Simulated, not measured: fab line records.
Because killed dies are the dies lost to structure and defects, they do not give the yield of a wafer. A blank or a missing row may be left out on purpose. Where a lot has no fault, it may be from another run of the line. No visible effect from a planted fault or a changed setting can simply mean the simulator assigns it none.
Struck lot and sound lot, side by side | flow n5-finfet | 14 out of 1938 route steps
Sound: these wafers, L202.2, L202.4, L202.5. Wafers L201.2, L201.6 were the ones struck. The cause is given at the end.
Per side, at each step with rows, come the tool, then ch with its chambers, and then its first start. Under that, the readings that differ: sound wafers | struck wafers | difference of the means | sigmas: that difference in standard deviations of wafers without a fault.
alike: readings with means less than 2 such deviations apart, plus words and numbers identical on both sides. not compared: withheld readings, readings lacking a value on some wafer, bounds such as >300 that could conceal the same value, and numbers that have no deviation in the record and whose values overlap.
A row with sigmas, a row that says differs or no value, or rows on one side alone: a step with any of these is where the two part. When numbers do not overlap yet have no deviation, they are printed without sigmas and do not part them. A reading missing from all wafers of one side parts the sides only when that side holds two or more wafers.

first, 3 steps without rows for these wafers: N5_BEOL_M15_SPUTTER_45 (material Cu, target thk 100 nm, time 16.67 s); N5_BEOL_M15_ECD_47 (material Cu, target thk 1860 nm); N5_BEOL_M15_ANNEAL_48 (time 90 s).
N5_BEOL_M15_CMP_49: polishes, stops on SiO2, t overpolish 4.9 s, target thk 850 nm.
  sound on cmp-03 ch 0,1,3, day 16 21:56; struck on cmp-01 ch 0,3, day 16 05:47
  alike: barrier-field-endpoint-s, clearing-platen-rpm, motor-current-A, overpolish-run-s
N5_BEOL_M15_THK_MEAS_50: measures by xrf.
  struck on film-metro-02, day 16 06:04; sound on film-metro-02, day 16 22:12
  reading      | sound       | struck  | difference | sigmas
  M15_THK (nm) | 861 864 864 | 828 832 | -33        | -2
then, 1 step without rows for these wafers: N5_BEOL_M15_PRE_CLEAN_52 (time 15 s).
N5_BEOL_M15_DEP_53: deposits SiCN from 3MS/NH3, target thk 50 nm, time 17.8 s.
  sound on pecvd-01 ch 1,2, day 16 22:16; struck on pecvd-01 ch 0,2, day 16 06:08
  alike: showerhead-plenum-p-Torr, throttle-valve-pct
N5_BEOL_M15_RS_MEAS_54: a four-point-probe measurement.
  struck on film-metro-01, day 16 06:12; sound on film-metro-02, day 16 22:19
  reading         | sound                | struck        | difference | sigmas
  M15_RS (ohm/sq) | 0.0212 0.0212 0.0211 | 0.0220 0.0219 | +0.0008    | +2
N5_BEOL_M15_INSPECT_55: inspects for defects (darkfield).
  struck on defect-inspect-01, day 16 06:14; sound on defect-inspect-02, day 16 22:21
  alike: raw-defect-count
N5_BEOL_M15_RC_MEAS_101:
  sound on prober-02 ch 0, day 16 22:55; struck on prober-01 ch 0, day 16 06:25
  reading           | sound                 | struck          | difference | sigmas
  COMB_M10 (S/m)    | 1.9e-11 2e-11 2.1e-11 | 1.3e-11 1.2e-11 | -7.5e-12   | -2
  SERP_M13 (ohm/um) | 0.310 0.310 0.305     | 0.324 0.318     | +0.013     | +2
  alike: COMB_M11, COMB_M12, COMB_M12_max_site, COMB_M13, COMB_M14, COMB_M15, COMB_M5, COMB_M6, COMB_M7, COMB_M8, COMB_M9, SERP_M10, SERP_M11, SERP_M12, SERP_M14, SERP_M5, SERP_M6, SERP_M7, SERP_M8, SERP_M9
N5_PASSIVATION_PECVD_00: deposits SiO2 from SiH4/N2O, target thk 200 nm, time 11.2 s.
  sound on pecvd-01 ch 0,2, day 16 23:44; struck on pecvd-04 ch 0, day 16 07:13
  reading                         | sound          | struck    | difference | sigmas
  showerhead-plenum-p-Torr (Torr) | 7.88 7.87 8.05 | 8.33 8.34 | +0.40      | +3
  alike: heater-power-outer-w, heater-power-w, throttle-valve-pct
N5_MIM_BOT_DEGAS_01: time 60 s.
  struck on pvd-sputter-01, day 16 08:20; sound on pvd-sputter-02, day 17 00:09
  reading            | sound       | struck  | difference | sigmas
  heater-power-w (W) | 485 527 587 | 454 457 | -78        | -2
N5_MIM_BOT_SPUTTER_00: material TiN, target thk 35 nm, time 89.7 s.
  struck on pvd-sputter-01, day 16 08:23; sound on pvd-sputter-02, day 17 00:11
  reading                                     | sound          | struck    | difference | sigmas
  model.TiN_of_MIM_BOT_SPUTTER_00.thk-nm (nm) | 35.4 35.4 35.4 | 17.4 17.6 | -17.9      |
  alike: substrate-temp-c, throttle-valve-pct
N5_MIM_TOP_ALD_00: deposits Al2O3, purge time 3 s, co reactant pulse time 3 s.
  sound on ald-hk-02 ch 2,3, day 17 00:17; struck on ald-hk-02 ch 1,3, day 16 08:29
  alike: precursor-pulse-height-rel

## WHERE THEY PART
Earliest at N5_BEOL_M15_THK_MEAS_50; latest, in this record, at N5_MIM_BOT_DEGAS_01. Later steps at which nothing parts them and some readings are alike: N5_MIM_BOT_SPUTTER_00, N5_MIM_TOP_ALD_00.

WHY: what the simulator had put in
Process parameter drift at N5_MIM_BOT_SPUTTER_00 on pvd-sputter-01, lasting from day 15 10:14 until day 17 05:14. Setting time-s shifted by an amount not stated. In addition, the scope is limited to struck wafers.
